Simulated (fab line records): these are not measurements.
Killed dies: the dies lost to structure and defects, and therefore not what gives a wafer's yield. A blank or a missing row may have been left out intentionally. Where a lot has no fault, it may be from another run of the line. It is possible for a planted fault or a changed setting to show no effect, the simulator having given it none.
Chamber matching + flow nand_harc + NHARC_P_M1_ETCH_28 on rie_diel-07: 4 sister chambers
The step etches the open film in CF4/N2, target depth 30 nm, time 72.99 s. 20 wafers are shown with their chamber, then 10 later ones without.

== WAFERS, EACH WITH ITS CHAMBER ==
| wafer  | chamber | showerhead_plenum_p_Torr (Torr) | drypump_motor_current_A (A) | rf_vpp_V (V) |
|--------|---------|---------------------------------|-----------------------------|--------------|
| L682.3 | 3       | 2.48                            | 5.6                         | 310.2        |
| L682.4 | 2       | 2.61                            | 6.5                         | 314.8        |
| L682.6 | 0       | 2.80                            | 5.6                         | 318.2        |
| L684.2 | 3       | 2.48                            | 5.5                         | 311.1        |
| L684.3 | 1       | 2.52                            | 6.2                         | 312.4        |
| L684.5 | 1       | 2.52                            | 6.2                         | 311.5        |
| L685.1 | 1       | 2.52                            | 6.2                         | 312.3        |
| L685.4 | 2       | 2.61                            | 6.5                         | 314.1        |
| L685.5 | 0       | 2.80                            | 5.6                         | 317.4        |
| L686.2 | 2       | 2.61                            | 6.5                         | 313.9        |
| L686.5 | 1       | 2.52                            | 6.2                         | 312.7        |
| L686.6 | 0       | 2.79                            | 5.6                         | 316.0        |
| L687.3 | 3       | 2.48                            | 5.6                         | 312.4        |
| L687.5 | 0       | 2.79                            | 5.6                         | 316.7        |
| L687.6 | 1       | 2.51                            | 6.2                         | 311.4        |
| L695.1 | 3       | 2.48                            | 5.6                         | 312.1        |
| L695.2 | 2       | 2.61                            | 6.5                         | 314.5        |
| L695.5 | 0       | 2.79                            | 5.6                         | 318.5        |
| L697.1 | 1       | 2.51                            | 6.2                         | 312.4        |
| L697.4 | 0       | 2.79                            | 5.6                         | 315.8        |

SIGNATURES (averages over the wafers above)
| reading                  | chamber 0 | chamber 1 | chamber 2 | chamber 3 | scatter within a chamber |
|--------------------------|-----------|-----------|-----------|-----------|--------------------------|
| showerhead_plenum_p_Torr | 2.7933    | 2.5167    | 2.6100    | 2.4800    | 0.00408                  |
| drypump_motor_current_A  | 5.600     | 6.200     | 6.500     | 5.575     | 0.0217                   |
| rf_vpp_V                 | 317.100   | 312.117   | 314.325   | 311.450   | 0.838                    |
Rule: a wafer lies at a distance from a chamber equal to the root of the sum of squares, over the readings, of (its reading less the chamber's mean, divided by the reading's scatter). If the next closest chamber is less than 2 further off than the closest, the wafer can't be placed; otherwise it belongs to the closest. The scatter is the square root of a quotient: the sum, over the shown wafers, of each reading's squared deviation from its chamber's mean, divided by wafers minus chambers.

== WAFERS WITH NO CHAMBER GIVEN ==
| wafer  | showerhead_plenum_p_Torr (Torr) | drypump_motor_current_A (A) | rf_vpp_V (V) |
|--------|---------------------------------|-----------------------------|--------------|
| L697.5 | 2.48                            | 5.6                         | 311.4        |
| L699.1 | 2.48                            | 5.6                         | 309.4        |
| L699.2 | 2.51                            | 6.2                         | 312.7        |
| L699.6 | 2.79                            | 5.6                         | 317.5        |
| L700.2 | 2.51                            | 6.2                         | 312.5        |
| L700.3 | 2.79                            | 5.6                         | 317.4        |
| L700.6 | 2.48                            | 5.6                         | 311.0        |
| L702.2 | 2.60                            | 6.5                         | 313.5        |
| L702.3 | 2.79                            | 5.6                         | 316.7        |
| L702.6 | 2.48                            | 5.6                         | 310.3        |

== THE CHAMBER EACH PASSED THROUGH ==
| wafer  | from the rows above | in truth |
|--------|---------------------|----------|
| L697.5 | 3                   | 3        |
| L699.1 | 3                   | 3        |
| L699.2 | 1                   | 1        |
| L699.6 | 0                   | 0        |
| L700.2 | 1                   | 1        |
| L700.3 | 0                   | 0        |
| L700.6 | 3                   | 3        |
| L702.2 | 2                   | 2        |
| L702.3 | 0                   | 0        |
| L702.6 | 3                   | 3        |
Correct placement for 10 of the 10. From these rows, 0 cannot be placed. 0 placed wrongly.
